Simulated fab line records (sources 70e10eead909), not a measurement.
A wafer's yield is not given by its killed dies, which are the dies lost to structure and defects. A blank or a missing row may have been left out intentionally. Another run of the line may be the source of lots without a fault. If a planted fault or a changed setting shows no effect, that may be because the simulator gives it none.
Comparing a struck lot with a sound one || flow nand harc || 19 out of 1159 route steps
Sound: wafers L148.1, L148.2, L148.3. Wafers struck: L156.2, L156.3, L156.6. The cause is given at the end.
Order at every step that has rows: each side's tool, ch and its chambers, its first start. Under that, the readings that differ: sound wafers || struck wafers || difference of the means || sigmas: that difference in standard deviations of wafers without a fault.
alike: readings whose means differ by less than 2 such deviations, and words and numbers that are the same on both sides. not compared: withheld readings, readings that some wafer has no value for, bounds like >300 that may hide the same value, and numbers for which the record gives no deviation and whose values overlap.
A row with sigmas, a row that says differs or no value, or rows on one side alone: a step with any of these is where the two part. Numbers that don't overlap but have no deviation are shown without sigmas and don't part them. A reading missing from all wafers of one side parts the sides only when that side holds two or more wafers.

NHARC_P_ZERO_WELL_CD_MEAS_11: the cd target is 500 nm.
  sound on cd sem-03 ch 0, day 1 13:18; struck on cd sem-01 ch 0, day 3 13:12
  alike: cd nm
then, 1 step without rows for these wafers: NHARC_P_ZERO_WELL_HARDBAKE_12 (time 65 s).
NHARC_P_ZERO_WELL_DESCUM_13: chemistry O2, time 3 s.
  sound on rie diel-12 ch 0,1,2, day 1 13:28; struck on rie diel-13 ch 0,1,3, day 3 13:22
  alike: drypump motor current A, oes product au, rf vpp V, showerhead plenum p Torr, throttle valve pct
  not compared: rf hours counter h
NHARC_P_ZERO_WELL_ETCH_65: etches the open film in N2/H2, target depth 80 nm, overetch 24 nm, time 87.88 s.
  sound on rie diel-12 ch 0,2,3, day 1 13:34; struck on rie diel-13 ch 0,1, day 3 13:26
{"reading": "throttle valve pct (%)", "sound": "14.174 14.191 14.167", "struck": "14.175 14.151 14.150", "difference": -0.019, "sigmas": -2}
  alike: drypump motor current A, oes product au, rf vpp V, showerhead plenum p Torr
  not compared: rf hours counter h
NHARC_P_ZERO_WELL_ETCH_62: etches the open film in CHF3/Ar, target depth 13 nm, time 6.5 s.
  sound on rie diel-12 ch 1,2,3; struck on rie diel-13 ch 0,1,2
  alike: drypump motor current A, oes product au, rf vpp V, showerhead plenum p Torr, throttle valve pct
  not compared: rf hours counter h
NHARC_P_ZERO_WELL_ETCH_63: etches the open film in HBr/Cl2, target depth 120 nm, time 40.1 s.
  sound on rie si-02 ch 0,1,2, day 1 13:44; struck on rie si-01 ch 1,2, day 3 13:37
  alike: drypump motor current A, oes product au, throttle valve pct
  not compared: rf hours counter h
then, 6 steps without rows for these wafers: NHARC_P_ZERO_WELL_STRIP_15 (strips in SPM, time 900 s); NHARC_P_ZERO_WELL_DEHYDRATE_16 (time 120 s); NHARC_P_ZERO_WELL_HMDS_17 (time 30 s); NHARC_P_ZERO_WELL_COAT_18; NHARC_P_ZERO_WELL_SOFTBAKE_19 (time 95 s); NHARC_P_ZERO_WELL_EBR_20.
NHARC_P_ZERO_WELL_EXPOSE_21: exposes mask P NWELL, target cd 720 nm.
  sound on krf scanner-04 ch 0, day 1 14:30; struck on krf scanner-04 ch 0, day 3 14:16
{"reading": "mask", "sound": "P_NWELL#0 P_NWELL#0 P_NWELL#0", "struck": "P_NWELL_R1#0 P_NWELL_R1#0 P_NWELL_R1#0", "difference": "differs", "sigmas": ""}
  alike: focus offset nm, reticle temp C
then, 2 steps without rows for these wafers: NHARC_P_ZERO_WELL_PEB_22 (peb time 85 s); NHARC_P_ZERO_WELL_DEVELOP_23 (time 70 s).
NHARC_P_ZERO_WELL_CD_MEAS_24: the cd target is 720 nm.
  sound on cd sem-02 ch 0, day 1 14:40; struck on cd sem-02 ch 0, day 3 14:25
{"reading": "cd nm (nm)", "sound": "721.0 721.3 720.4", "struck": "708.8 706.6 707.9", "difference": -13.1, "sigmas": -9}
then, 1 step without rows for these wafers: NHARC_P_ZERO_WELL_HARDBAKE_25 (time 80 s).
NHARC_P_ZERO_WELL_DESCUM_26: chemistry O2, time 3 s.
  sound on rie diel-08 ch 1,2,3, day 1 14:49; struck on rie diel-12 ch 2,3, day 3 14:35
{"reading": "drypump motor current A (A)", "sound": "6.0 5.6 5.3", "struck": "6.5 6.2 6.5", "difference": "+0.8", "sigmas": "+2"}
{"reading": "throttle valve pct (%)", "sound": "11.317 11.319 11.315", "struck": "11.296 11.309 11.292", "difference": -0.018, "sigmas": -2}
{"reading": "model.P_ZERO_WELL.cd nm (nm)", "sound": "721.2 721.7 720.5", "struck": "707.8 706.5 707.4", "difference": -13.9, "sigmas": ""}
  alike: oes product au, rf vpp V, showerhead plenum p Torr
  not compared: rf hours counter h
following that, these wafers have no rows for 1 step: NHARC_P_ZERO_WELL_IMPLANT_27.

## WHERE THEY PART
At NHARC_P_ZERO_WELL_ETCH_65 first; at NHARC_P_ZERO_WELL_DESCUM_26 last (within this record only).

WHY: what had been put in by the simulator
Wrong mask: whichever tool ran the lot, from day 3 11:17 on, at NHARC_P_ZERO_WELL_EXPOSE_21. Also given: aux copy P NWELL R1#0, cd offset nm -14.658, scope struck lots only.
